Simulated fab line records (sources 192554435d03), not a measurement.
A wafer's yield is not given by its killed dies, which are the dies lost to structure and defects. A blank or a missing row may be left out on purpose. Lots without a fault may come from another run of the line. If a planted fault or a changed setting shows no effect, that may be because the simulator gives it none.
Comparing a struck lot with a sound one + flow n5_finfet + 14 steps out of a route of 1938
Sound: these wafers, L351.1, L351.4, L351.6. Struck: wafers L357.2, L357.5 (left out: L357.1, a lot-mate that was not struck); the cause follows at the end.
Each step with rows lists, per side, the tool, then ch with its chambers, then its first start. Under that, the readings that differ: sound wafers + struck wafers + difference of the means + sigmas: that difference in standard deviations of wafers without a fault.
alike: readings whose means differ by less than 2 such deviations, and words and numbers that are the same on both sides. not compared: withheld readings, readings that some wafer has no value for, bounds like >300 that may hide the same value, and numbers for which the record gives no deviation and whose values overlap.
The two part at a step that has a row with sigmas, a row that says differs or no value, or rows on one side only. Numbers that don't overlap but have no deviation are shown without sigmas and don't part them. A reading missing from all wafers of one side parts the sides only when that side holds two or more wafers.

first, 1 step without rows for these wafers: N5_BEOL_M13_HARDBAKE_32 (time 120 s).
N5_BEOL_M13_CD_MEAS_28: the cd target is 209.5 nm.
  sound on cd_sem-01 ch 0, day 13 00:41; struck on cd_sem-01 ch 0, day 15 03:35
  alike: cd_nm
N5_BEOL_M13_OVL_MEAS_29:
  sound on overlay-01 ch 0, day 13 00:43; struck on overlay-02 ch 0, day 15 03:37
  alike: M13_OVL
N5_BEOL_M13_INSPECT_30: inspects for defects (macro).
  sound on defect_inspect-02, day 13 00:44; struck on defect_inspect-02, day 15 03:39
  alike: raw_defect_count
N5_BEOL_M13_DESCUM_33: chemistry O2, time 7.9 s.
  sound on rie_diel-06 ch 0,2,3, day 13 00:46; struck on rie_diel-06 ch 2,3, day 15 04:17
  alike: drypump_motor_current_A, oes_product_au, rf_vpp_V, showerhead_plenum_p_Torr, throttle_valve_pct
  not compared: rf_hours_counter_h
N5_BEOL_M13_ETCH_67: etches SiARC in CF4, target depth 143 nm, time 238.3 s.
  sound on rie_diel-06 ch 0,2,3, day 13 00:48; struck on rie_diel-06 ch 2,3, day 15 04:19
  alike: bias_w, drypump_motor_current_A, etch_rf_on_time_s, oes_product_au, rf_vpp_V, showerhead_plenum_p_Torr, throttle_valve_pct
  not compared: rf_hours_counter_h
N5_BEOL_M13_ETCH_68: etches SOC in N2/H2, time 355 s.
  sound on rie_diel-06 ch 0,2,3, day 13 00:57; struck on rie_diel-06 ch 2,3, day 15 04:28
  alike: bias_w, drypump_motor_current_A, oes_product_au, rf_vpp_V, showerhead_plenum_p_Torr, throttle_valve_pct
  not compared: rf_hours_counter_h
then, 1 step without rows for these wafers: N5_BEOL_M13_STRIP_69 (strips in N2/H2).
N5_BEOL_M13_TRENCH_ETCH_34: etches SiOC in C4F8/O2/Ar, target depth 413.47 nm, time 162.6 s.
  sound on rie_diel-06 ch 0,2,3, day 13 01:10; struck on rie_diel-06 ch 2,3, day 15 04:41
  alike: C4F8_flow_sccm, bias_w, drypump_motor_current_A, he_inner_torr, oes_product_au, rf_vpp_V, showerhead_plenum_p_Torr, throttle_valve_pct
  not compared: rf_hours_counter_h
then, 1 step without rows for these wafers: N5_BEOL_M13_STRIP_70 (strips in C4F8/O2/Ar).
N5_BEOL_M13_OCD_MEAS_35:
  sound on ocd-02, day 13 01:20; struck on ocd-01, day 15 04:52
  alike: trench_depth_nm
N5_BEOL_M13_STRIP_37: strips in N2/H2.
  sound on plasma_asher-01 ch 0,1, day 13 01:23; struck on plasma_asher-01 ch 0, day 15 04:54
  alike: drypump_motor_current_A, heater_power_w, oes_product_au
  not compared: rf_hours_counter_h
N5_BEOL_M13_ETCH_38: etches SiCN in CF4/N2, target depth 67.5 nm, time 71.9 s.
  sound on rie_diel-01 ch 0,2,3, day 13 02:55; struck on rie_diel-02 ch 2, day 15 05:18
| reading                  | sound            | struck      | difference | sigmas |
|--------------------------|------------------|-------------|------------|--------|
| model.etch.depth_nm (nm) | 57.5 57.57 56.05 | 75.16 74.49 | +17.78     |        |
  alike: bias_w, drypump_motor_current_A, oes_product_au, rf_vpp_V, showerhead_plenum_p_Torr, throttle_valve_pct
  not compared: rf_hours_counter_h
then, 1 step without rows for these wafers: N5_BEOL_M13_PRECLEAN_39 (cleans in residue remover, time 60 s).

WHERE THEY PART
Nowhere in this record.

WHY: the cause the simulator had injected
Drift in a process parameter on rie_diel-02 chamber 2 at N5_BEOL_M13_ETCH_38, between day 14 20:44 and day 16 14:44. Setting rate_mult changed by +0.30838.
